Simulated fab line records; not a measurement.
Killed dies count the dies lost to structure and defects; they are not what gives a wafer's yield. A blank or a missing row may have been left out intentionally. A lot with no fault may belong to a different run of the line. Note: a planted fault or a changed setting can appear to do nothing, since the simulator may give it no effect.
Matching of chambers / flow n5_finfet / N5_BEOL_M0_SAQP_SPACER2_ETCHBACK_27 on rie_diel-03: 3 sister chambers
The step etches SiO2 in CHF3/O2, target depth 22.5 nm, time 11.25 s. 3 wafers are shown with their chamber, then 8 later ones without.

## WAFERS PAIRED WITH THEIR CHAMBERS
wafer=L090.1; chamber=1; drypump_motor_current_A (A)=6.0
wafer=L090.2; chamber=3; drypump_motor_current_A (A)=5.6
wafer=L090.4; chamber=0; drypump_motor_current_A (A)=6.4

## WAFERS WITHOUT THEIR CHAMBER
wafer=L092.1; drypump_motor_current_A (A)=6.4
wafer=L092.6; drypump_motor_current_A (A)=6.0
wafer=L095.1; drypump_motor_current_A (A)=6.4
wafer=L095.2; drypump_motor_current_A (A)=6.1
wafer=L095.5; drypump_motor_current_A (A)=5.6
wafer=L097.2; drypump_motor_current_A (A)=6.1
wafer=L097.5; drypump_motor_current_A (A)=5.6
wafer=L097.6; drypump_motor_current_A (A)=6.4

## WHICH CHAMBER EACH WENT THROUGH
wafer=L092.1; from the rows above=0; in truth=0
wafer=L092.6; from the rows above=1; in truth=1
wafer=L095.1; from the rows above=0; in truth=0
wafer=L095.2; from the rows above=1; in truth=1
wafer=L095.5; from the rows above=3; in truth=3
wafer=L097.2; from the rows above=1; in truth=1
wafer=L097.5; from the rows above=3; in truth=3
wafer=L097.6; from the rows above=0; in truth=0
Correctly placed: 8 of 8. Number that these rows cannot place: 0. Wrongly placed: 0.
How it was worked out, from the rows above alone: a wafer's distance from a chamber is the root of the sum, over the readings, of the square of ((its reading less the chamber's mean) divided by the reading's scatter). The wafer belongs to the nearest chamber; if the next one is less than 2 further off, it can't be placed. For every chamber, the mean is computed from those of its wafers that are shown. The scatter (one wafer shown for each chamber): square how far every hidden wafer sits from the nearest shown wafer, average those squares and take the square root.
